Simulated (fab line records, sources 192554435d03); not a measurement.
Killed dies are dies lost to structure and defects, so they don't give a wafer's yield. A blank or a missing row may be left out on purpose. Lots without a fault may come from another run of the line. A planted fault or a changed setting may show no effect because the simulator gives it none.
fab line records | flow n5_finfet | part 1 of 2: steps 1 to 18 of 29
record lots=5 wafers=15 last_day=17
route steps=1938 shown DUMMY_GATE@240 SPACER0@258 SD_EPI_N@262
lots that met no fault: from a run of the same line without faults
start_h: hours from the record's first day to the start of the lot's first wafer shown | wait_h: hours since the lot's step before | " the same as in the row above | L1.1+2: a row that stands for several wafers | - no value, or no start given | * or withheld: withheld | < > ~ a bound
route shown NAME@n: a module of which the file shows steps, and the number in the route of the first | usual: mean/standard deviation of fault-free wafers | same: alike in all rows | chamber/n: place in a boat | sites: the reading at each site | _std_site: their standard deviation | _edge_site: outer sites' mean less inner sites' | radius_mm: how far each site lies from the wafer's centre | mask NAME#n: copy n | behind: the tool/chamber that last shaped the wafer | hold: why the lot was held/for how many hours/how that ended | device: the transistor (n, p or np) that didn't switch | end of line: the same wafers' tests at the end of the route | a step without rows: its recipe alone | killed: dies lost to structure and defects at the first sort, not the wafer's yield | map: a wafer's dies, x killed, . not, _ none there
set.NAME: the setting as run; set.NAME@STEP: as run at that earlier step | model.NAME: the simulator's own value behind a step, which no gauge read
lots at some steps of the route; a table a step, a row a wafer
services: from which hour (start_h, from the record's first day; less than 0 if before it) a tool's chamber was out of use, for how many hours, and why
## steps
# step N5_DUMMY_GATE_TRIM_49
# recipe chemistry=O2 resist=SOC time_s=29 target_cd_nm=14 source_power_w=300 bias_power_w=0 O2_flow_sccm=100 temp_c=20
# usual drypump_motor_current_A=5.8/0.54 oes_product_au=1.004/0.018 throttle_valve_pct=8.16/0.13
# columns lot.wafer tool chamber start_h wait_h drypump_motor_current_A oes_product_au rf_hours_counter_h throttle_valve_pct
L074.1 rie_si-03 2 46.11 0.0 5.6 1.005 8 7.88
L074.2 " 1 " " 6.4 0.982 0 8.12
L074.4 " 3 " " 6.2 1.007 37 8.21
L075.1 rie_si-06 0 53.67 0.0 5.0 1.027 30 8.33
L075.4 " 2 " " 5.7 1.008 97 8.16
L075.6 " 1 " " 6.0 0.991 - 8.14
L079.2 rie_si-05 0 78.04 0.0 6.7 1.024 114 8.14
L079.4 " 2 " " 5.3 1.006 137 8.23
L079.5 " 2 " " 5.3 0.996 - 8.24
L089.2 rie_si-06 2 134.95 0.0 5.7 1.010 98 8.16
L089.4 " 3 " " 6.3 0.985 162 8.42
L089.5 " 3 " " 6.3 0.981 - 8.42
L092.1 rie_si-03 1 154.32 0.0 6.4 0.992 2 8.12
L092.4 " 0 " " 5.0 0.984 51 8.19
L092.5 " 1 " " 6.4 0.997 - 8.11
# step N5_DUMMY_GATE_STRIP_40
# recipe chemistry=CF4 resist=SiARC power_w=300 bias_power_w=75 pressure_mtorr=50 cf4_flow_sccm=150 rf_frequency_hz=6e+07
# usual drypump_motor_current_A=5.8/0.49 oes_product_au=0.75/0.046 rf_vpp_V=271.4/1.5 showerhead_plenum_p_Torr=1.80/0.054 throttle_valve_pct=13.65/0.18
# columns lot.wafer tool chamber start_h wait_h drypump_motor_current_A oes_product_au rf_hours_counter_h rf_vpp_V showerhead_plenum_p_Torr throttle_valve_pct
L074.1 rie_diel-04 0 46.21 0.1 5.9 0.71 179 272.4 1.85 13.40
L074.2 " 1 " " 6.1 0.82 84 270.9 1.74 13.77
L074.4 " 2 " " 5.2 0.72 225 272.2 1.78 13.81
L075.1 rie_diel-03 1 53.77 0.1 6.1 0.75 161 271.5 1.85 13.70
L075.4 " 2 " " 4.7 0.78 119 273.4 1.87 13.84
L075.6 " 1 " " 6.1 0.75 - 273.3 1.85 13.69
L079.2 rie_diel-01 2 78.14 0.1 5.7 0.78 133 273.5 1.85 13.63
L079.4 " 0 " " 6.1 0.69 228 271.3 1.77 13.56
L079.5 " 2 " " 5.7 0.79 - 273.0 1.85 13.62
L089.2 rie_diel-01 1 135.10 0.1 6.2 0.72 176 268.8 1.73 13.79
L089.4 " 3 " " 6.2 0.74 161 272.5 1.87 13.41
L089.5 " 3 " " 6.2 0.74 - 272.7 1.87 13.43
L092.1 rie_diel-03 1 154.42 0.1 6.1 0.74 188 272.5 1.85 13.76
L092.4 " 1 " " 6.1 0.73 - 272.6 1.85 13.76
L092.5 " 3 " " 6.4 0.85 - 271.2 1.74 13.38
# step N5_DUMMY_GATE_CD_MEAS_50
# recipe target_cd_nm=14
# usual cd_nm=14.1/0.36
# columns lot.wafer tool chamber start_h wait_h cd_nm
L074.1 cd_sem-03 - 46.26 0.0 13.9
L074.2 " - " " 14.8
L074.4 " - " " 14.0
L075.1 cd_sem-01 - 53.82 0.0 13.8
L075.4 " - " " 14.1
L075.6 " - " " 13.8
L079.2 cd_sem-03 - 78.19 0.0 13.8
L079.4 " - " " 13.3
L079.5 " - " " 13.3
L089.2 cd_sem-02 - 135.15 0.0 14.2
L089.4 " - " " 13.7
L089.5 " - " " 13.8
L092.1 cd_sem-03 - 154.47 0.0 14.0
L092.4 " - " " 14.4
L092.5 " - " " 13.7
# step N5_DUMMY_GATE_ETCH_31
# recipe chemistry=C4F6/O2 target=SiO2 mask_material=SOC target_depth_a=825 time_s=27.5 ion_energy_ev=250 pressure_mtorr=30 source_w=345 bias_w=185 Ar_flow_sccm=300 C4F6_flow_sccm=10 O2_flow_sccm=10
# usual drypump_motor_current_A=5.8/0.54 oes_f_703_au=0.76/0.067 oes_product_au=0.76/0.055 rf_vpp_V=670/11 showerhead_plenum_p_Torr=2.87/0.088 throttle_valve_pct=21.29/0.2
# columns lot.wafer tool chamber start_h wait_h drypump_motor_current_A oes_f_703_au oes_product_au rf_hours_counter_h rf_vpp_V showerhead_plenum_p_Torr throttle_valve_pct
L074.1 rie_diel-01 1 46.31 0.0 6.2 0.72 0.75 152 672 2.74 21.34
L074.2 " 2 " " 5.7 0.81 0.78 124 650 2.99 21.35
L074.4 " 0 " " 6.2 0.67 0.68 219 681 2.82 20.97
L075.1 rie_diel-03 2 53.87 0.0 4.7 0.76 0.78 119 667 2.98 21.54
L075.4 " 0 " " 5.0 0.79 0.75 124 655 2.88 21.53
L075.6 " 2 " " 4.7 0.77 0.78 - 667 2.98 21.54
L079.2 rie_diel-01 3 78.24 0.0 6.2 0.81 0.78 143 666 2.97 20.94
L079.4 " 1 " " 6.2 0.72 0.73 161 671 2.74 21.35
L079.5 " 3 " " 6.2 0.80 0.79 - 665 2.97 20.92
L089.2 rie_diel-01 3 135.20 0.0 6.2 0.80 0.77 161 667 2.96 20.95
L089.4 " 1 " " 6.3 0.70 0.72 176 671 2.73 21.37
L089.5 " 1 " " 6.2 0.70 0.72 - 670 2.73 21.37
L092.1 rie_diel-03 1 154.51 0.0 6.1 0.72 0.73 188 684 2.94 21.31
L092.4 " 3 " " 6.4 0.90 0.89 - 667 2.78 21.08
L092.5 " 1 " " 6.1 0.73 0.73 - 685 2.94 21.30
# step N5_DUMMY_GATE_STRIP_41
# recipe chemistry=O2 power_w=400 temp_c=40 pressure_mtorr=30 rf_frequency_hz=6e+07 bias_power_w=0 overash_fraction=0.3 o2_flow_sccm=225
# usual drypump_motor_current_A=5.8/0.54 o2_flow_sccm=225.0/0.68 oes_product_au=0.76/0.05 rf_vpp_V=3.7/0.48 showerhead_plenum_p_Torr=2.11/0.069 throttle_valve_pct=16.77/0.18
# columns lot.wafer tool chamber start_h wait_h drypump_motor_current_A o2_flow_sccm oes_product_au rf_hours_counter_h rf_vpp_V showerhead_plenum_p_Torr throttle_valve_pct
L074.1 rie_diel-01 1 46.35 0.0 6.2 225.3 0.74 152 4.0 2.00 16.73
L074.2 " 2 " " 5.7 225.6 0.79 124 3.7 2.17 16.68
L074.4 " 0 " " 6.1 225.5 0.69 219 3.6 2.07 16.60
L075.1 rie_diel-03 2 53.92 0.0 4.7 224.9 0.79 119 3.4 2.20 17.03
L075.4 " 0 " " 5.0 225.4 0.76 124 3.0 2.12 16.97
L075.6 " 2 " " 4.7 225.4 0.79 - 3.6 2.20 17.03
L079.2 rie_diel-01 3 78.29 0.0 6.2 224.1 0.77 143 4.6 2.20 16.47
L079.4 " 1 " " 6.2 224.4 0.74 161 4.7 1.99 16.75
L079.5 " 3 " " 6.2 225.0 0.77 - 4.1 2.20 16.47
L089.2 rie_diel-01 3 135.24 0.0 6.2 225.6 0.75 161 4.0 2.19 16.49
L089.4 " 1 " " 6.2 224.4 0.72 176 4.1 1.99 16.79
L089.5 " 1 " " 6.2 224.5 0.72 - 2.9 1.99 16.79
L092.1 rie_diel-03 1 154.56 0.0 6.1 225.3 0.74 188 3.5 2.19 16.94
L092.4 " 3 " " 6.3 225.6 0.87 - 3.6 2.05 16.59
L092.5 " 1 " " 6.1 224.3 0.74 - 3.7 2.19 16.94
# step N5_DUMMY_GATE_HM_OPEN_21
# recipe chemistry=CH3F/O2 target=SiNx target_depth_a=1200 Ar_flow_sccm=150 CH3F_flow_sccm=30 O2_flow_sccm=23 time_s=171.4 pressure_mtorr=30 source_w=395 bias_w=73 ion_energy_ev=120.7
# usual drypump_motor_current_A=5.8/0.54 oes_f_703_au=0.76/0.068 oes_product_au=0.76/0.055 rf_vpp_V=301/4.4 showerhead_plenum_p_Torr=2.04/0.065 throttle_valve_pct=16.58/0.18
# columns lot.wafer tool chamber start_h wait_h drypump_motor_current_A oes_f_703_au oes_product_au rf_hours_counter_h rf_vpp_V showerhead_plenum_p_Torr throttle_valve_pct
L074.1 rie_diel-01 1 46.39 0.0 6.3 0.72 0.74 152 301 1.94 16.61
L074.2 " 2 " " 5.7 0.83 0.79 124 293 2.12 16.60
L074.4 " 0 " " 6.2 0.67 0.69 219 305 2.00 16.40
L075.1 rie_diel-03 2 53.96 0.0 4.7 0.77 0.79 119 300 2.12 16.79
L075.4 " 0 " " 5.0 0.78 0.76 124 295 2.04 16.78
L075.6 " 2 " " 4.7 0.77 0.78 - 300 2.12 16.80
L079.2 rie_diel-01 3 78.33 0.0 6.2 0.81 0.78 144 301 2.11 16.22
L079.4 " 1 " " 6.3 0.72 0.73 161 301 1.93 16.64
L079.5 " 3 " " 6.2 0.81 0.78 - 300 2.11 16.21
L089.2 rie_diel-01 3 135.28 0.0 6.2 0.80 0.77 161 301 2.10 16.24
L089.4 " 1 " " 6.3 0.71 0.72 176 301 1.93 16.65
L089.5 " 1 " " 6.2 0.71 0.73 - 301 1.93 16.65
L092.1 rie_diel-03 1 154.60 0.0 6.1 0.71 0.73 188 307 2.09 16.66
L092.4 " 3 " " 6.4 0.90 0.88 - 302 1.97 16.32
L092.5 " 1 " " 6.1 0.72 0.73 - 308 2.09 16.66
# step N5_DUMMY_GATE_ETCH_32
# recipe chemistry=CF4 target=SiO2 target_depth_a=35 time_s=3.9 ion_energy_ev=350 pressure_mtorr=10 icp_w=800 bias_w=400 cf4_flow_sccm=80
# usual drypump_motor_current_A=5.8/0.54 oes_product_au=1.001/0.018 throttle_valve_pct=21.76/0.16
# columns lot.wafer tool chamber start_h wait_h drypump_motor_current_A oes_product_au rf_hours_counter_h throttle_valve_pct
L074.1 rie_si-06 1 46.55 0.1 6.0 0.996 143 21.64
L074.2 " 3 " " 6.3 1.002 161 21.75
L074.4 " 0 " " 5.0 1.019 30 21.76
L075.1 rie_si-06 3 54.12 0.1 6.3 1.012 161 21.75
L075.4 " 1 " " 6.0 0.997 144 21.65
L075.6 " 0 " " 5.0 1.025 - 21.77
L079.2 rie_si-05 3 78.49 0.1 5.5 0.992 115 21.49
L079.4 " 0 " " 6.7 1.019 114 21.74
L079.5 " 1 " " 5.6 1.033 - 21.66
L089.2 rie_si-06 2 135.44 0.1 5.7 1.005 98 21.65
L089.4 " 0 " " 5.0 1.020 32 21.76
L089.5 " 3 " " 6.3 1.007 - 21.74
L092.1 rie_si-05 2 154.76 0.1 5.2 1.006 138 22.05
L092.4 " 1 " " 5.6 1.038 129 21.65
L092.5 " 0 " " 6.6 1.032 - 21.74
# step N5_DUMMY_GATE_ETCH_23
# recipe chemistry=HBr/Cl2/O2 HBr_flow_sccm=150 Cl2_flow_sccm=80 O2_flow_sccm=12 bias_w=102 target_depth_a=410 time_s=22.3 target=poly-Si mask_material=SiO2 pressure_mtorr=10 icp_w=800
# usual drypump_motor_current_A=5.8/0.54 oes_product_au=1.001/0.019 throttle_valve_pct=37.16/0.28
# columns lot.wafer tool chamber start_h wait_h drypump_motor_current_A oes_product_au rf_hours_counter_h throttle_valve_pct
L074.1 rie_si-06 1 46.59 0.0 6.0 0.991 143 37.05
L074.2 " 3 " " 6.3 0.995 161 37.19
L074.4 " 0 " " 5.0 1.018 30 37.11
L075.1 rie_si-06 3 54.15 0.0 6.3 0.987 161 37.20
L075.4 " 1 " " 6.0 0.993 144 37.07
L075.6 " 0 " " 5.0 1.011 - 37.12
L079.2 rie_si-05 3 78.52 0.0 5.5 0.982 115 36.84
L079.4 " 0 " " 6.7 1.023 114 37.16
L079.5 " 1 " " 5.6 1.036 - 36.87
L089.2 rie_si-06 2 135.47 0.0 5.7 1.004 98 36.80
L089.4 " 0 " " 5.0 1.026 32 37.11
L089.5 " 3 " " 6.3 0.990 - 37.19
L092.1 rie_si-05 2 154.79 0.0 5.3 0.995 138 37.68
L092.4 " 1 " " 5.6 1.034 129 36.90
L092.5 " 0 " " 6.6 1.034 - 37.19
# step N5_DUMMY_GATE_ETCH_44
# recipe chemistry=HBr/O2 over_etch_frac=0.7 target_depth_a=1275 stop_on=SiO2 ion_energy_ev=60 bias_w=20 target=poly-Si mask_material=SiO2 pressure_mtorr=20 icp_w=400 HBr_flow_sccm=120 O2_flow_sccm=10
# usual drypump_motor_current_A=5.8/0.54 oes_product_au=0.730/0.013 throttle_valve_pct=18.49/0.18
# columns lot.wafer tool chamber start_h wait_h drypump_motor_current_A oes_product_au rf_hours_counter_h throttle_valve_pct
L074.1 rie_si-06 1 46.64 0.0 6.0 0.719 143 18.46
L074.2 " 3 " " 6.3 0.728 161 18.69
L074.4 " 0 " " 5.0 0.749 30 18.63
L075.1 rie_si-06 3 54.21 0.0 6.3 0.713 161 18.69
L075.4 " 1 " " 6.0 0.720 144 18.45
L075.6 " 0 " " 5.0 0.744 - 18.64
L079.2 rie_si-05 3 78.58 0.0 5.5 0.724 115 18.22
L079.4 " 0 " " 6.7 0.759 114 18.41
L079.5 " 1 " " 5.6 0.740 - 18.30
L089.2 rie_si-06 2 135.53 0.0 5.7 0.721 99 18.30
L089.4 " 0 " " 5.0 0.744 32 18.64
L089.5 " 3 " " 6.3 0.724 - 18.69
L092.1 rie_si-05 2 154.85 0.0 5.3 0.727 138 18.65
L092.4 " 1 " " 5.6 0.734 129 18.31
L092.5 " 0 " " 6.6 0.737 - 18.40
# step N5_DUMMY_GATE_CD_MEAS_24
# recipe target_cd_nm=15
# usual cd_nm=15.1/0.42
# columns lot.wafer tool chamber start_h wait_h cd_nm
L074.1 cd_sem-03 - 46.75 0.1 15.0
L074.2 " - " " 15.6
L074.4 " - " " 14.9
L075.1 cd_sem-01 - 54.32 0.1 14.8
L075.4 " - " " 15.4
L075.6 " - " " 15.1
L079.2 cd_sem-03 - 78.69 0.1 14.8
L079.4 " - " " 14.3
L079.5 " - " " 14.0
L089.2 cd_sem-03 - 135.64 0.1 14.6
L089.4 " - " " 14.5
L089.5 " - " " 14.7
L092.1 cd_sem-01 - 154.96 0.1 14.5
L092.4 " - " " 15.0
L092.5 " - " " 14.4
# step N5_DUMMY_GATE_ETCH_42
# recipe chemistry=CHF3/O2 target=SiO2 target_depth_a=35 time_s=31 ion_energy_ev=30 bias_w=12 pressure_mtorr=30 source_w=600 Ar_flow_sccm=200 CHF3_flow_sccm=50 O2_flow_sccm=5
# usual CHF3_flow_sccm=49.99/0.15 drypump_motor_current_A=5.8/0.52 oes_f_703_au=0.76/0.061 oes_product_au=0.75/0.051 rf_vpp_V=42.7/0.92 showerhead_plenum_p_Torr=2.44/0.08 throttle_valve_pct=18.90/0.19
# columns lot.wafer tool chamber start_h wait_h CHF3_flow_sccm drypump_motor_current_A oes_f_703_au oes_product_au rf_hours_counter_h rf_vpp_V showerhead_plenum_p_Torr throttle_valve_pct
L074.1 rie_diel-03 0 47.14 0.4 49.81 5.0 0.78 0.77 121 42.2 2.44 19.10
L074.2 " 3 " " 50.08 6.4 0.94 0.92 31 43.3 2.36 18.65
L074.4 " 1 " " 49.95 6.1 0.74 0.75 159 42.8 2.51 18.93
L075.1 rie_diel-04 2 54.37 0.0 49.99 5.2 0.72 0.71 228 41.4 2.39 19.01
L075.4 " 0 " " 50.30 5.9 0.70 0.70 182 42.8 2.51 18.69
L075.6 " 1 " " 49.91 6.1 0.82 0.81 - 42.0 2.33 18.99
L079.2 rie_diel-03 1 78.77 0.1 50.11 6.1 0.74 0.74 166 45.2 2.50 18.93
L079.4 " 2 " " 49.89 4.7 0.76 0.78 123 43.2 2.52 19.17
L079.5 " 1 " " 50.05 6.1 0.73 0.74 - 44.7 2.50 18.95
L089.2 rie_diel-01 1 135.84 0.2 50.22 6.2 0.71 0.72 177 41.6 2.31 18.96
L089.4 " 3 " " 50.00 6.2 0.79 0.77 161 43.3 2.51 18.58
L089.5 " 0 " " 49.98 6.1 0.66 0.67 - 43.1 2.37 18.69
L092.1 rie_diel-01 1 155.08 0.1 49.92 6.3 0.71 0.72 182 42.2 2.30 19.00
L092.4 " 2 " " 50.03 5.7 0.79 0.77 157 41.8 2.51 19.01
L092.5 " 0 " " 50.08 6.2 0.66 0.67 - 41.7 2.37 18.72
# step N5_DUMMY_GATE_STRIP_48
# recipe chemistry=N2/H2 time_s=20 power_w=100 temp_c=40 pressure_mtorr=100 rf_frequency_hz=6e+07 bias_power_w=3 n2_flow_sccm=300 h2_flow_sccm=300
# usual drypump_motor_current_A=5.8/0.52 oes_product_au=0.76/0.048 rf_vpp_V=45.3/0.83 showerhead_plenum_p_Torr=3.42/0.1 throttle_valve_pct=12.32/0.18
# columns lot.wafer tool chamber start_h wait_h drypump_motor_current_A oes_product_au rf_hours_counter_h rf_vpp_V showerhead_plenum_p_Torr throttle_valve_pct
L074.1 rie_diel-03 0 47.19 0.0 5.0 0.76 121 44.6 3.42 12.43
L074.2 " 3 " " 6.4 0.90 31 44.9 3.30 11.87
L074.4 " 1 " " 6.1 0.75 159 44.9 3.51 12.33
L075.1 rie_diel-04 2 54.41 0.0 5.3 0.71 228 46.0 3.35 12.49
L075.4 " 0 " " 5.9 0.72 182 45.2 3.50 12.08
L075.6 " 1 " " 6.1 0.83 - 45.5 3.30 12.58
L079.2 rie_diel-03 1 78.82 0.0 6.1 0.75 166 44.7 3.51 12.34
L079.4 " 2 " " 4.7 0.78 123 45.8 3.52 12.43
L079.5 " 1 " " 6.1 0.75 - 44.7 3.51 12.36
L089.2 rie_diel-01 1 135.89 0.0 6.3 0.73 177 44.9 3.25 12.46
L089.4 " 3 " " 6.2 0.76 161 45.6 3.53 12.10
L089.5 " 0 " " 6.2 0.68 - 44.3 3.34 12.27
L092.1 rie_diel-01 1 155.13 0.0 6.3 0.72 182 45.9 3.25 12.49
L092.4 " 2 " " 5.7 0.76 157 44.7 3.50 12.35
L092.5 " 0 " " 6.2 0.68 - 46.0 3.34 12.27
# step N5_DUMMY_GATE_PRECLEAN_33
# recipe chemistry=dHF time_s=10 dilution=750:1 temp_c=25
# columns lot.wafer tool chamber start_h wait_h
L074.1+2+4 wet_bench-01 5,4,0 47.33 0.1
L075.1+4+6 wet_bench-01 5,0,4 54.50 0.1
L079.2+4+5 wet_bench-02 6,3,5 78.90 0.1
L089.2+4+5 wet_bench-02 3,6,7 135.98 0.1
L092.1+4+5 wet_bench-02 4,6,3 155.21 0.1
# step N5_DUMMY_GATE_PRECLEAN_25
# recipe chemistry=O3/DIW time_s=45 temp_c=22 o3_ppm=10
# columns lot.wafer tool chamber start_h wait_h
L074.1+2+4 wet_bench-01 5,4,0 47.33 0.0
L075.1+4+6 wet_bench-01 5,0,4 54.50 0.0
L079.2+4+5 wet_bench-02 6,3,5 78.90 0.0
L089.2+4+5 wet_bench-02 3,6,7 135.98 0.0
L092.1+4+5 wet_bench-02 4,6,3 155.21 0.0
# step N5_DUMMY_GATE_PRECLEAN_51
# recipe chemistry=SC2 time_s=45 temp_c=35 mix=1:1:50
# columns lot.wafer tool chamber start_h wait_h
L074.1+2+4 wet_bench-01 5,4,0 47.35 0.0
L075.1+4+6 wet_bench-01 5,0,4 54.52 0.0
L079.2+4+5 wet_bench-02 6,3,5 78.92 0.0
L089.2+4+5 wet_bench-02 3,6,7 136.00 0.0
L092.1+4+5 wet_bench-02 4,6,3 155.23 0.0
# step N5_DUMMY_GATE_SRD_26
# recipe dry=ipa_marangoni time_s=30 temp_c=23 rinse_liquid=diw
# columns lot.wafer tool chamber start_h wait_h
L074.1+2+4 wet_bench-01 5,4,0 47.36 0.0
L075.1+4+6 wet_bench-01 5,0,4 54.53 0.0
L079.2+4+5 wet_bench-02 6,3,5 78.93 0.0
L089.2+4+5 wet_bench-02 3,6,7 136.01 0.0
L092.1+4+5 wet_bench-02 4,6,3 155.24 0.0
# step N5_DUMMY_GATE_UV_OZONE_45
# recipe time_s=120 pressure_torr=760 temp_c=25
# columns lot.wafer tool chamber start_h wait_h
L074.1+2+4 wet_bench-01 5,4,0 47.38 0.0
L075.1+4+6 wet_bench-01 5,0,4 54.55 0.0
L079.2+4+5 wet_bench-02 6,3,5 78.95 0.0
L089.2+4+5 wet_bench-02 3,6,7 136.03 0.0
L092.1+4+5 wet_bench-02 4,6,3 155.26 0.0
# step N5_DUMMY_GATE_INSPECT_27
# recipe inspect_instrument=brightfield mode=aei
# usual raw_defect_count=309/76
# columns lot.wafer tool chamber start_h wait_h raw_defect_count
L074.1 defect_inspect-01 - 47.44 0.0 420
L074.2 " - " " 359
L074.4 " - " " 430
L075.1 defect_inspect-02 - 54.61 0.0 299
L075.4 " - " " 183
L075.6 " - " " 299
L079.2 defect_inspect-01 - 79.00 0.0 339
L079.4 " - " " 288
L079.5 " - " " 243
L089.2 defect_inspect-02 - 136.09 0.0 233
L089.4 " - " " 257
L089.5 " - " " 349
L092.1 defect_inspect-01 - 155.32 0.0 282
L092.4 " - " " 254
L092.5 " - " " 309
